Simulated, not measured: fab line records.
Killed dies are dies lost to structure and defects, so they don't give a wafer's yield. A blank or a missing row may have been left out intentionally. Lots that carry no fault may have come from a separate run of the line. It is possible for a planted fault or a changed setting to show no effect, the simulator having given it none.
8D (eight disciplines) problem report, filled in by code | flow n5 finfet | the parts of the form that need people (team, actions taken, sign-off) are left out

== 1. PROBLEM STATEMENT ==
Mean of killed_at_M4_up at N5_PASSIVATION_PROBE_49: 90 across 6 wafers in 2 lots; on wafers with no fault it is 13 (standard deviation 5). Relative to the usual mean, that is a shift of +15 standard deviations.
The first sign was on wafer L511.1 at day 15 16:39, on prober-02. At this step, 16 wafers from 6 lots have a number in the record. The rule behind "out" and "out of limits": a value lying over 4 standard deviations away from the usual mean. All remaining wafers that have a number are taken as sound.

== 2. WHAT THIS IS AND IS NOT ==
question                    | is                     | is not
which readings at this step | killed_at_M4_up        | killed_at_M0_to_M3, killed at other, sort_bin_4_leakage, sort_bin_8_speed
which lots                  | L511, L512             | L500, L504, L505, L506
which wafers of those lots  | all that have a number | -
read on which tools         | prober-01, prober-02   | -
when                        | from day 15 16:39      | up to then (10 sound wafers)

== 3. WHAT RULES OUT EACH SUSPECT ==
Counting: a tool at any process step up to the reading remains a suspect when it ran all the lots that are out and ran no sound lot after the first of those.
- rie diel-04 at N5_BEOL_M6_ETCH_65 (etches SiARC in CF4, target depth 15.6 nm, time 26 s): kept. It ran every lot that is out, first L511 (day 12 03:34), and no sound lot after that; its last sound lot up to then is L506 (day 11 02:47).
- rie diel-05 at N5_MIM_BOT_ETCH_ETCH_04 (etches SiNx in CF4/O2, target depth 26 nm, time 13 s): kept. It ran every lot that is out, first L511 (day 15 07:49), and no sound lot after that; its last sound lot up to then is L500 (day 12 17:49).
What counting leaves: rie diel-04 at N5_BEOL_M6_ETCH_65 and rie diel-05 at N5_MIM_BOT_ETCH_ETCH_04.

== 4. THE CAUSE (what the simulator had put in) ==
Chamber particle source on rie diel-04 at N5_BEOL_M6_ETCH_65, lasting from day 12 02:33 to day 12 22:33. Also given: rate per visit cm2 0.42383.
Counting leaves 2 suspects; this tool is one of them.

== 5. THE EFFECT CHAIN, in route order ==
Rows list readings where the struck wafers' mean (over those with a number) sits beyond 3 standard deviations from the usual. Only readings for which the record gives a usual standard deviation are gone through. hours: the time from each lot's start at the first step in this table that gives one to its start at this step, as a median over the lots. sigmas: the change in usual standard deviations.
hours | step                    | reading              | usual  | on struck wafers | change | sigmas
0     | N5_PASSIVATION_PROBE_49 | defect limited yield | 91.8 % | 83.5             | -8.3   | -5.6
0     | N5_PASSIVATION_PROBE_49 | killed_at_M4_up      | 13     | 90               | +77    | +15
0     | N5_PASSIVATION_PROBE_49 | killed dies          | 97     | 195              | +98    | +5.5
0     | N5_PASSIVATION_PROBE_49 | sort_bin_5_function  | 4.8 %  | 10.1             | +5.3   | +5.3
0     | N5_PASSIVATION_PROBE_49 | sort n pass          | 1083   | 985              | -98    | -5.5
0     | N5_PASSIVATION_PROBE_49 | sort yield pct       | 91.8 % | 83.5             | -8.3   | -5.6
Here are the process steps it includes:
- N5_PASSIVATION_PROBE_49

== 6. WHAT WOULD HAVE CAUGHT IT SOONER ==
First out-of-limits reading in this record: day 15 16:39, which is 86 hours after fault onset at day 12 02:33.
An alarm limit of 4 standard deviations would not have fired on the tool readings at N5_BEOL_M6_ETCH_65 for which the record gives a usual standard deviation, since none of them was out on any struck wafer.
All the lots that are out (2) had begun N5_BEOL_M6_ETCH_65 on rie diel-04 by day 15 16:39. None of them would have been spared by holding the tool at that moment.
